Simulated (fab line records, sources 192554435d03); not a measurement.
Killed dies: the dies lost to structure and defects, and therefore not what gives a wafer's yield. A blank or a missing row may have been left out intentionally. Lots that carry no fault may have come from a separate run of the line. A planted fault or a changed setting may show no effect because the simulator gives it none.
Struck lot and sound lot, side by side || flow n5Finfet || 35 steps out of a route of 1938
Sound: these wafers, L840.2, L840.4, L840.5. Struck: wafer L828.2. (L828.3, L828.4 of the same lot were not struck and are left out.) The cause comes at the end.
Order at every step that has rows: each side's tool, ch and its chambers, its first start. Under that, the readings that differ: sound wafers || struck wafers || difference of the means || sigmas: that difference in standard deviations of wafers without a fault.
alike: readings whose means differ by less than 2 such deviations, and words and numbers that are the same on both sides. not compared: withheld readings, readings that some wafer has no value for, bounds like >300 that may hide the same value, and numbers for which the record gives no deviation and whose values overlap.
A row with sigmas, a row that says differs or no value, or rows on one side alone: a step with any of these is where the two part. When numbers do not overlap yet have no deviation, they are printed without sigmas and do not part them. A reading missing from all wafers of one side parts the sides only when that side holds two or more wafers.

first, 9 steps without rows for these wafers: N5_BEOL_M12_SOFTBAKE_23 (time 60 s); N5_BEOL_M12_EXPOSE_25 (exposes mask M12); N5_BEOL_M12_PEB_26 (peb time 90 s); N5_BEOL_M12_DEVELOP_27 (develop time 45 s); N5_BEOL_M12_HARDBAKE_32 (time 120 s); N5_BEOL_M12_DESCUM_33 (chemistry O2, time 7.9 s); N5_BEOL_M12_ETCH_67 (etches SiARC in CF4, target depth 143 nm, time 238.3 s); N5_BEOL_M12_ETCH_68 (etches SOC in N2/H2, time 285 s); N5_BEOL_M12_STRIP_69 (strips in N2/H2).
N5_BEOL_M12_TRENCH_ETCH_34: etches SiOC in C4F8/O2/Ar, target depth 318.95 nm, time 125.5 s.
  sound on rieDiel-02 ch 0,1, day 15 05:51; struck on rieDiel-01 ch 3, day 11 21:19
  alike: drypumpMotorCurrentA, oesProductAu, rfVppV, showerheadPlenumPTorr, throttleValvePct
  not compared: rfHoursCounterH
then, 24 steps without rows for these wafers: N5_BEOL_M12_STRIP_70 (strips in C4F8/O2/Ar); N5_BEOL_M12_STRIP_37 (strips in N2/H2); N5_BEOL_M12_ETCH_38 (etches SiCN in CF4/N2, target depth 68.7 nm, time 73.4 s); N5_BEOL_M12_PRECLEAN_39 (cleans in residue remover, time 60 s); N5_BEOL_M12_SRD_40 (time 30 s, dry time 30 s); N5_BEOL_M12_DEGAS_41 (time 60 s); N5_BEOL_M12_PRE_CLEAN_42 (time 30 s); N5_BEOL_M12_SPUTTER_43 (material TaN, target thk 15 nm, time 24.19 s); N5_BEOL_M12_SPUTTER_44 (material Ta, target thk 10 nm, time 16.13 s); N5_BEOL_M12_SPUTTER_45 (material Cu, target thk 80 nm, time 13.33 s); N5_BEOL_M12_ECD_47 (material Cu, target thk 720 nm); N5_BEOL_M12_ANNEAL_48 (time 90 s); N5_BEOL_M12_CMP_49 (polishes, stops on SiOC, t overpolish 20.6 s, target thk 320 nm); N5_BEOL_M12_PRE_CLEAN_52 (time 15 s); N5_BEOL_M12_DEP_53 (deposits SiCN from 3MS/NH3, target thk 30 nm, time 10.5 s); N5_BEOL_M13_ILD_DEP_00 (deposits SiOC from DEMS/O2, target thk 837.92 nm, time 166.4 s); N5_BEOL_M13_COAT_58 (time 60 s, resist thk 89 nm); N5_BEOL_M13_COAT_04 (resist thk 400 nm); N5_BEOL_M13_EBR_06; N5_BEOL_M13_SOFTBAKE_05 (time 60 s); N5_BEOL_M13_EXPOSE_07 (exposes mask V12); N5_BEOL_M13_PEB_08 (peb time 90 s); N5_BEOL_M13_DEVELOP_09 (develop time 45 s); N5_BEOL_M13_HARDBAKE_14 (time 120 s).
-- a jump in the record: the struck wafers' starts before and after are 2 days apart (it breaks off in module BEOL_M13 and resumes in module PASSIVATION, where the first step shown is number 1936 of the route) --
N5_PASSIVATION_PROBE_49:
  rows exist in the record for the struck wafers here (prober-01, day 13 23:30), but not for the sound ones

== WHERE THEY PART ==
Only at N5_PASSIVATION_PROBE_49, within this record.

WHY: the cause the simulator had injected
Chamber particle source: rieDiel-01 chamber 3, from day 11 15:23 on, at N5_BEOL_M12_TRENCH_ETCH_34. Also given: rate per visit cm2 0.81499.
